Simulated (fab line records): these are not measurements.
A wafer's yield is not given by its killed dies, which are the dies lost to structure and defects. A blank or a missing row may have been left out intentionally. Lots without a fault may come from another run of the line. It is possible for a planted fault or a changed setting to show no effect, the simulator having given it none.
Matching of chambers ; flow nand-harc ; 4 sister chambers for NHARC_A_STAIRCASE_TRIM_26 on rie-diel-08
The step chemistry O2, time 211.2 s. 15 wafers are shown with their chamber, then 7 later ones without.

EACH WAFER AND ITS CHAMBER
wafer;chamber;drypump-motor-current-A (A);showerhead-plenum-p-Torr (Torr);run-length-s (s)
L252.1;1;5.6;3.51;231.6
L252.4;0;5.5;3.51;232.3
L252.5;1;5.7;3.51;231.5
L254.1;1;5.6;3.51;232.2
L254.2;2;6.2;3.46;231.9
L254.5;3;6.0;3.44;232.6
L255.1;1;5.6;3.51;231.7
L255.3;2;6.2;3.46;231.9
L255.5;2;6.2;3.46;232.1
L258.2;3;5.9;3.43;232.8
L258.4;2;6.2;3.45;231.8
L257.2;2;6.2;3.45;232.1
L257.5;0;5.4;3.49;232.2
L270.2;1;5.6;3.49;231.4
L270.5;3;5.9;3.41;232.8

SIGNATURES (means of the wafers above)
reading;chamber 0;chamber 1;chamber 2;chamber 3;scatter within a chamber
drypump-motor-current-A;5.450;5.620;6.200;5.933;0.0423
showerhead-plenum-p-Torr;3.5000;3.5060;3.4560;3.4267;0.01
run-length-s;232.250;231.680;231.960;232.733;0.211
Rule: distance of a wafer from a chamber = root of the sum over the readings of ((wafer's reading minus chamber's mean) / reading's scatter) squared. If the next closest chamber is less than 2 further off than the closest, the wafer can't be placed; otherwise it belongs to the closest. How the scatter is found: for the shown wafers, subtract from each reading the mean of its chamber, square and add these, divide the total by (wafers less chambers), then take the root.

WAFERS MISSING THEIR CHAMBER
wafer;drypump-motor-current-A (A);showerhead-plenum-p-Torr (Torr);run-length-s (s)
L270.6;6.2;3.44;231.8
L271.1;6.2;3.44;232.1
L271.2;5.6;3.49;231.7
L271.6;5.6;3.49;231.9
L272.1;5.6;3.49;231.5
L272.2;6.2;3.44;231.8
L272.5;6.2;3.44;231.8

WHICH CHAMBER EACH WENT THROUGH
wafer;from the rows above;in truth
L270.6;2;2
L271.1;2;2
L271.2;1;1
L271.6;1;1
L272.1;1;1
L272.2;2;2
L272.5;2;2
Correct placement for 7 of the 7. From these rows, 0 cannot be placed. Number placed wrongly: 0.
